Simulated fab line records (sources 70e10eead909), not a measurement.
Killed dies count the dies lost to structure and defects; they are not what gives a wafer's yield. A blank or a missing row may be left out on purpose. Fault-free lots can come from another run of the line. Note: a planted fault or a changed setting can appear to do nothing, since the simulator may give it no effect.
fab line records ; flow nandHarc
[record] lots = 12; wafers = 36; lastDay = 25
route steps=1159 shown P_ZERO_WELL@44 P_STI@72 P_GATE@131 END@1159
lots that met no fault: from a run of the same line without faults
startH: hours from the record's first day to the start of the lot's first wafer shown ; waitH: how many hours have passed since the lot's step before this one ; " the same as in the row above ; L1.1+2: a single row standing in for several wafers ; - no value, or no start was given ; * or withheld: withheld ; < > ~ a bound
route shown NAME@n: a module of which the file shows steps, and the number in the route of the first ; usual: mean and standard deviation over wafers with no fault ; same: alike in all rows ; chamber/n: place in a boat ; sites: per-site readings ; _std_site: standard deviation of those values ; _edge_site: inner sites' mean taken away from outer sites' mean ; radiusMm: how far each site lies from the wafer's centre ; mask NAME#n: copy n ; behind: the last tool/chamber to shape the wafer ; hold: reason for holding the lot/hours on hold/outcome of the hold ; device: whichever transistor did not switch (one of n, p or np) ; end of line: at the end of the route, the tests of the same wafers ; a step without rows: its recipe alone ; killed: at the first sort, the dies lost to defects and structure; wafer yield is something else ; map: a wafer's dies, x killed, . not, _ none there
set.NAME: setting as actually run; set.NAME@STEP: the setting as run at that earlier step ; model.NAME: the simulator's own value behind a step, which no gauge read
one table for each step of the route and one row for each wafer, over a sample of lots
services: from which hour (startH, from the record's first day; less than 0 if before it) a tool's chamber was out of use, for how many hours, and why
[[steps]]
[step NHARC_P_ZERO_WELL_CD_MEAS_37]
[recipe] targetCdNm = 720; landingEnergyEv = 500
[usual] cdNm = 719.2/1.4
lot.wafer;tool;chamber;startH;waitH;cdNm
L264.1;cdSem-03;0;16.52;-;718.3
L264.3;cdSem-03;0;16.52;-;720.0
L264.6;cdSem-03;0;16.52;-;721.0
L266.1;cdSem-03;0;28.25;-;719.0
L266.4;cdSem-03;0;28.25;-;720.4
L266.5;cdSem-03;0;28.25;-;717.7
L267.1;cdSem-03;0;34.21;-;719.3
L267.5;cdSem-03;0;34.21;-;718.1
L267.6;cdSem-03;0;34.21;-;718.6
L268.1;cdSem-01;0;40.23;-;719.8
L268.4;cdSem-01;0;40.23;-;722.5
L268.6;cdSem-01;0;40.23;-;719.5
L269.1;cdSem-01;0;46.03;-;718.0
L269.4;cdSem-01;0;46.03;-;718.0
L269.6;cdSem-01;0;46.03;-;717.0
L270.2;cdSem-01;0;52.23;-;718.7
L270.4;cdSem-01;0;52.23;-;721.6
L270.6;cdSem-01;0;52.23;-;718.7
L271.1;cdSem-01;0;58.26;-;721.5
L271.3;cdSem-01;0;58.26;-;718.7
L271.4;cdSem-01;0;58.26;-;718.4
L273.1;cdSem-03;0;70.25;-;717.9
L273.3;cdSem-03;0;70.25;-;719.1
L273.6;cdSem-03;0;70.25;-;722.0
L277.1;cdSem-03;0;93.97;-;720.0
L277.2;cdSem-03;0;93.97;-;720.3
L277.6;cdSem-03;0;93.97;-;720.4
L282.1;cdSem-03;0;124.12;-;719.2
L282.5;cdSem-03;0;124.12;-;719.9
L282.6;cdSem-03;0;124.12;-;718.2
L284.3;cdSem-03;0;136.04;-;718.8
L284.4;cdSem-03;0;136.04;-;717.0
L284.6;cdSem-03;0;136.04;-;717.3
L286.2;cdSem-02;0;148.00;-;719.9
L286.4;cdSem-02;0;148.00;-;719.7
L286.5;cdSem-02;0;148.00;-;722.4
[step NHARC_P_STI_OXIDE_29]
[recipe] targetThkA = 100; tempC = 900; oxTimeS = 1362; material = SiO2
[usual] spikeTcTopC = 910.7/2.3; zonePowerUpperPct = 18.4/1.4
lot.wafer;tool;chamber;startH;waitH;spikeTcTopC;zonePowerUpperPct
L264.1;furnace-07;0;25.98;-;911.5;19.6
L264.3;furnace-07;0;25.98;-;911.3;20.0
L264.6;furnace-07;0;25.98;-;910.4;20.0
L266.1;furnace-03;0;40.10;-;906.7;16.5
L266.4;furnace-03;0;40.10;-;909.3;16.7
L266.5;furnace-03;0;40.10;-;908.9;16.7
L267.1;furnace-03;0;40.10;-;907.3;16.5
L267.5;furnace-03;0;40.10;-;907.6;16.6
L267.6;furnace-03;0;40.10;-;908.6;16.9
L268.1;furnace-08;0;47.69;-;913.2;18.6
L268.4;furnace-08;0;47.69;-;912.4;18.5
L268.6;furnace-08;0;47.69;-;915.4;18.8
L269.1;furnace-07;0;55.13;-;909.6;19.9
L269.4;furnace-07;0;55.13;-;912.7;19.6
L269.6;furnace-07;0;55.13;-;910.1;19.8
L270.2;furnace-03;0;59.47;-;908.3;16.6
L270.4;furnace-03;0;59.47;-;906.6;16.8
L270.6;furnace-03;0;59.47;-;908.3;16.5
L271.1;furnace-07;0;65.58;-;910.6;19.9
L271.3;furnace-07;0;65.58;-;911.4;20.1
L271.4;furnace-07;0;65.58;-;909.8;20.0
L273.1;furnace-07;0;79.17;-;911.6;19.8
L273.3;furnace-07;0;79.17;-;912.2;19.7
L273.6;furnace-07;0;79.17;-;912.1;19.7
L277.1;furnace-03;0;101.25;-;907.4;16.6
L277.2;furnace-03;0;101.25;-;907.5;16.8
L277.6;furnace-03;0;101.25;-;908.9;16.5
L282.1;furnace-03;0;131.41;-;908.5;17.0
L282.5;furnace-03;0;131.41;-;906.1;16.3
L282.6;furnace-03;0;131.41;-;908.6;16.4
L284.3;furnace-07;0;145.47;-;912.5;20.0
L284.4;furnace-07;0;145.47;-;912.4;19.8
L284.6;furnace-07;0;145.47;-;911.9;19.5
L286.2;furnace-03;0;157.25;-;908.9;16.7
L286.4;furnace-03;0;157.25;-;906.2;16.8
L286.5;furnace-03;0;157.25;-;906.6;16.6
[step NHARC_P_STI_INSPECT_11]
[usual] rawDefectCount = 5.4/2.8
lot.wafer;tool;chamber;startH;waitH;rawDefectCount
L264.1;defectInspect-01;-;37.31;0.0;7
L264.3;defectInspect-01;-;37.31;0.0;10
L264.6;defectInspect-01;-;37.31;0.0;8
L266.1;defectInspect-01;-;51.57;0.0;9
L266.4;defectInspect-01;-;51.57;0.0;3
L266.5;defectInspect-01;-;51.57;0.0;4
L267.1;defectInspect-02;-;51.61;0.0;6
L267.5;defectInspect-02;-;51.61;0.0;5
L267.6;defectInspect-02;-;51.61;0.0;6
L268.1;defectInspect-01;-;59.04;0.0;1
L268.4;defectInspect-01;-;59.04;0.0;5
L268.6;defectInspect-01;-;59.04;0.0;8
L269.1;defectInspect-02;-;66.56;0.0;10
L269.4;defectInspect-02;-;66.56;0.0;8
L269.6;defectInspect-02;-;66.56;0.0;4
L270.2;defectInspect-02;-;70.92;0.0;0
L270.4;defectInspect-02;-;70.92;0.0;2
L270.6;defectInspect-02;-;70.92;0.0;7
L271.1;defectInspect-01;-;77.11;0.0;4
L271.3;defectInspect-01;-;77.11;0.0;7
L271.4;defectInspect-01;-;77.11;0.0;3
L273.1;defectInspect-01;-;90.71;0.0;3
L273.3;defectInspect-01;-;90.71;0.0;10
L273.6;defectInspect-01;-;90.71;0.0;7
L277.1;defectInspect-01;-;112.66;0.0;5
L277.2;defectInspect-01;-;112.66;0.0;8
L277.6;defectInspect-01;-;112.66;0.0;5
L282.1;defectInspect-02;-;142.80;0.0;14
L282.5;defectInspect-02;-;142.80;0.0;12
L282.6;defectInspect-02;-;142.80;0.0;12
L284.3;defectInspect-01;-;156.88;0.0;5
L284.4;defectInspect-01;-;156.88;0.0;6
L284.6;defectInspect-01;-;156.88;0.0;1
L286.2;defectInspect-02;-;168.68;0.0;16
L286.4;defectInspect-02;-;168.68;0.0;14
L286.5;defectInspect-02;-;168.68;0.0;14
[step NHARC_P_STI_ETCH_31]
[recipe] targetDepthA = 1089; timeS = 54.5; cf4FlowSccm = 100; chf3FlowSccm = 30; arFlowSccm = 0; rfW = 500; biasW = 200; chemistry = CF4/CHF3
[usual] chf3FlowSccm = 30.01/0.085; drypumpMotorCurrentA = 5.6/0.66; oesProductAu = 0.963/0.018; rfVppV = 372.6/2.4; showerheadPlenumPTorr = 1.64/0.068; throttleValvePct = 16.801/0.0091
lot.wafer;tool;chamber;startH;waitH;chf3FlowSccm;drypumpMotorCurrentA;oesProductAu;rfHoursCounterH;rfVppV;showerheadPlenumPTorr;throttleValvePct
L264.3;rieDiel-05;2;-;-;29.91;6.3;0.959;1.1;375.0;1.69;16.792
L264.1;rieDiel-05;1;-;-;30.07;4.8;0.989;0.7;375.3;1.69;16.804
L264.6;rieDiel-05;2;-;-;29.95;6.3;0.960;-;374.7;1.69;16.816
L266.1;rieDiel-05;2;-;-;29.98;6.3;0.961;1.5;374.7;1.69;16.793
L266.4;rieDiel-05;3;-;-;30.05;5.3;0.947;1.5;375.3;1.68;16.808
L266.5;rieDiel-05;1;-;-;29.84;4.8;0.980;-;374.3;1.69;16.787
L267.1;rieDiel-03;2;-;-;29.95;5.0;0.967;0.2;368.3;1.53;16.795
L267.6;rieDiel-03;0;-;-;30.03;6.5;0.956;-;373.7;1.66;16.808
L267.5;rieDiel-03;1;-;-;30.03;4.8;0.957;-;372.9;1.63;16.777
L268.4;rieDiel-03;1;-;-;29.96;4.8;0.965;0.4;372.5;1.63;16.786
L268.1;rieDiel-03;2;-;-;30.07;5.1;0.972;0.5;369.9;1.53;16.802
L268.6;rieDiel-03;1;-;-;29.98;4.8;0.971;-;371.4;1.63;16.810
L269.4;rieDiel-11;0;-;-;30.05;5.3;0.986;2.5;373.1;1.66;16.795
L269.1;rieDiel-11;1;-;-;30.04;5.6;0.969;2.3;366.3;1.48;16.807
L269.6;rieDiel-11;0;-;-;30.06;5.3;0.993;-;371.1;1.66;16.803
L270.2;rieDiel-03;3;-;-;30.06;5.2;0.966;1.0;373.2;1.66;16.817
L270.4;rieDiel-03;0;-;-;29.95;6.6;0.945;1.2;372.9;1.66;16.810
L270.6;rieDiel-03;1;-;-;30.00;4.9;0.974;-;370.4;1.63;16.805
L271.4;rieDiel-11;0;-;-;29.94;5.3;0.954;3.1;372.7;1.66;16.821
L271.3;rieDiel-11;2;-;-;29.85;6.2;0.986;3.4;373.9;1.65;16.798
L271.1;rieDiel-11;3;-;-;29.98;5.3;0.953;3.3;368.7;1.49;16.792
L273.3;rieDiel-05;3;-;-;29.93;5.3;0.970;2.2;373.4;1.68;16.804
L273.1;rieDiel-05;1;-;-;30.11;4.8;0.953;2.2;375.2;1.69;16.807
L273.6;rieDiel-05;2;-;-;30.07;6.3;0.979;-;373.0;1.69;16.803
L277.2;rieDiel-05;2;-;-;29.96;6.4;0.961;3.4;374.0;1.69;16.809
L277.1;rieDiel-05;0;-;-;30.14;6.5;0.985;3.2;373.6;1.64;16.797
L277.6;rieDiel-05;1;-;-;29.85;4.8;0.974;-;375.2;1.69;16.805
L282.1;rieDiel-11;2;-;-;30.02;6.2;0.957;8.1;372.4;1.65;16.813
L282.6;rieDiel-11;2;-;-;30.06;6.2;0.963;-;373.7;1.65;16.793
L282.5;rieDiel-11;3;-;-;29.98;5.3;0.958;-;367.8;1.49;16.798
L284.4;rieDiel-05;2;-;-;30.07;6.3;0.977;4.7;374.8;1.69;16.802
L284.3;rieDiel-05;3;-;-;30.05;5.2;0.958;4.5;374.5;1.68;16.802
L284.6;rieDiel-05;1;-;-;30.06;4.8;0.960;-;374.3;1.69;16.809
L286.2;rieDiel-03;0;-;-;30.14;6.5;0.966;5.0;373.5;1.66;16.814
L286.4;rieDiel-03;1;-;-;29.95;4.8;0.966;4.7;371.9;1.63;16.812
L286.5;rieDiel-03;0;-;-;30.07;6.5;0.960;-;372.0;1.66;16.796
[step NHARC_P_GATE_HM_DEP_102]
[recipe] targetThkA = 1200; tempC = 400; material = aC
[usual] throttleValvePct = 35.002/0.0089
lot.wafer;tool;chamber;startH;waitH;throttleValvePct
L264.1;aclDep-02;0;91.09;2.8;34.999
L264.3;aclDep-02;0;91.09;2.8;35.004
L264.6;aclDep-02;0;91.09;2.8;34.992
L266.1;aclDep-01;0;102.56;0.4;35.011
L266.4;aclDep-01;0;102.56;0.4;34.990
L266.5;aclDep-01;0;102.56;0.4;34.989
L267.1;aclDep-03;0;103.13;1.0;35.011
L267.5;aclDep-03;0;103.13;1.0;34.998
L267.6;aclDep-03;0;103.13;1.0;34.999
L268.1;aclDep-01;0;111.93;2.6;35.011
L268.4;aclDep-01;0;111.93;2.6;34.998
L268.6;aclDep-01;0;111.93;2.6;35.001
L269.1;aclDep-02;0;117.12;2.4;34.996
L269.4;aclDep-02;0;117.12;2.4;35.000
L269.6;aclDep-02;0;117.12;2.4;34.985
L270.2;aclDep-01;0;125.66;1.9;35.001
L270.4;aclDep-01;0;125.66;1.9;34.999
L270.6;aclDep-01;0;125.66;1.9;35.003
L271.1;aclDep-02;0;128.38;0.5;35.005
L271.3;aclDep-02;0;128.38;0.5;35.012
L271.4;aclDep-02;0;128.38;0.5;35.006
L273.1;aclDep-01;0;142.20;0.4;35.001
L273.3;aclDep-01;0;142.20;0.4;35.002
L273.6;aclDep-01;0;142.20;0.4;34.996
L277.1;aclDep-03;0;162.57;0.4;35.023
L277.2;aclDep-03;0;162.57;0.4;35.019
L277.6;aclDep-03;0;162.57;0.4;34.999
L282.1;aclDep-03;0;196.28;1.8;35.015
L282.5;aclDep-03;0;196.28;1.8;35.001
L282.6;aclDep-03;0;196.28;1.8;35.006
L284.3;aclDep-02;0;206.66;0.6;34.997
L284.4;aclDep-02;0;206.66;0.6;35.004
L284.6;aclDep-02;0;206.66;0.6;35.007
L286.2;aclDep-01;0;221.58;1.0;35.002
L286.4;aclDep-01;0;221.58;1.0;34.992
L286.5;aclDep-01;0;221.58;1.0;34.986
[step NHARC_END_SORT_01]
[recipe] tempC = 25
[usual] killedAtArray = 26/11; killedAtOther = 0.4/0.78; killedAtPeriphery = 3.4/2.4; killedDies = 29/11; killedOpen = 3.1/1.9; killedShort = 1.9/1.4
[same] grossDies = 677
lot.wafer;tool;chamber;startH;waitH;killedAtArray;killedAtOther;killedAtPeriphery;killedDies;killedOpen;killedShort
L282.1;prober-01;0;591.29;2.5;7;0;12;19;2;1
L282.5;prober-01;0;594.49;3.7;13;0;7;20;3;0
L282.6;prober-01;0;595.29;4.0;11;0;9;20;2;1
L286.2;prober-01;0;599.84;2.8;17;0;12;29;3;3
L286.4;prober-01;0;601.43;3.4;17;0;12;29;3;2
L286.5;prober-01;0;602.22;3.7;19;1;13;33;3;2
// killed by level:class
L282.1 P_STI:unspecified=9 A_CHANNEL_HOLE_D1:chamberFilmFlake=2 A_CONTACT:chamberFilmFlake=2 P_GATE:geometricParticle:short=1 A_CONTACT:geometricParticle:open=1 A_BLC:geometricParticle:open=1 P_ZERO_WELL:chamberFilmFlake=1 P_STI:chamberFilmFlake=1
L282.5 P_STI:unspecified=7 A_CHANNEL_HOLE_D1:chamberFilmFlake=5 A_CONTACT:chamberFilmFlake=4 A_CHANNEL_FILL_D1:geometricParticle:open=1 A_WL_FILL:geometricParticle:open=1 A_M0:geometricParticle:open=1 A_SLIT:chamberFilmFlake=1
L282.6 P_STI:unspecified=7 A_CHANNEL_HOLE_D1:chamberFilmFlake=6 P_GATE:geometricParticle:open=1 P_CONTACT:geometricParticle:open=1 A_SGD_CUT:geometricParticle:short=1 A_ZERO_WELL:chamberFilmFlake=1 A_STAIRCASE:chamberFilmFlake=1 A_WL_FILL:chamberFilmFlake=1
L286.2 P_STI:unspecified=9 A_CHANNEL_HOLE_D1:chamberFilmFlake=4 A_CONTACT:chamberFilmFlake=3 A_M1:chamberFilmFlake=3 A_CONTACT:geometricParticle:open=2 P_GATE:chamberFilmFlake=2 P_M0:geometricParticle:short=1 A_CONTACT:geometricParticle:short=1
L286.4 P_STI:unspecified=11 A_CHANNEL_HOLE_D1:chamberFilmFlake=9 A_STAIRCASE:chamberFilmFlake=2 A_M1:chamberFilmFlake=2 P_STI:geometricParticle:short=1 A_SGD_CUT:geometricParticle:open=1 A_WL_FILL:geometricParticle:open=1 A_WL_FILL:geometricParticle:short=1
L286.5 P_STI:unspecified=10 A_CHANNEL_HOLE_D1:chamberFilmFlake=7 A_STAIRCASE:chamberFilmFlake=3 A_CONTACT:chamberFilmFlake=3 A_M1:chamberFilmFlake=3 P_CONTACT:geometricParticle:short=1 P_M0:geometricParticle:open=1 A_SGD_CUT:geometricParticle:short=1
[[services]]
tool;chamber;startH;hours;kind
rieDiel-11;-;12.51;9.0;pm
rieDiel-05;0;20.10;-;clean
rieDiel-05;1;20.10;-;clean
rieDiel-05;2;20.10;-;clean
rieDiel-05;3;20.10;-;clean
furnace-08;-;21.51;26.0;pm
rieDiel-03;-;38.30;9.0;pm
aclDep-03;-;42.00;13.0;pm
rieDiel-05;0;44.60;-;clean
rieDiel-05;1;44.60;-;clean
rieDiel-05;2;44.60;-;clean
rieDiel-11;-;58.57;0.7;repair
rieDiel-05;3;60.73;4.4;repair
aclDep-03;-;89.99;0.2;repair
aclDep-01;-;112.56;13.0;pm
rieDiel-05;0;135.60;6.1;repair
rieDiel-03;1;137.31;9.3;repair
rieDiel-03;3;142.81;4.2;repair
rieDiel-05;-;163.60;9.0;pm
aclDep-02;-;169.28;13.0;pm
rieDiel-11;3;173.10;4.8;repair
rieDiel-05;-;184.13;0.2;repair
rieDiel-11;-;189.51;9.0;pm
rieDiel-03;-;215.30;9.0;pm
[[key]]
[firstSign] step = NHARC_P_STI_INSPECT_11; reading = rawDefectCount; direction = up; sigmas = 3; usual = 5.4; struck = 13.7
[effect] step = NHARC_END_SORT_01; reading = killedAtPeriphery; direction = up; sigmas = 3.1; usual = 3.4; struck = 10.8
metAt NHARC_P_STI_OXIDE_29
struckLots L282,L286
struckWafers L282.1,L282.5,L282.6,L286.2,L286.4,L286.5
testerLeftOut L282,L286
notActingAt NHARC_P_ZERO_WELL_CD_MEAS_37,NHARC_P_STI_ETCH_31,NHARC_P_GATE_HM_DEP_102
onsetBetween 101.25 131.41
[fault] kind = chamberParticleSource; tool = furnace-03; chamber = 0; onsetH = 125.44; steps = NHARC_P_STI_OXIDE_29; ratePerVisitCm2 = 0.013185; endH = 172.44
// testerLeftOut: of these lots the tester's yield and bins aren't shown, on N5 and GAA mostly nor the transistor test; their killed dies are dies lost to structure and defects alone, not to doping, threshold or leakage, so they don't give the yield
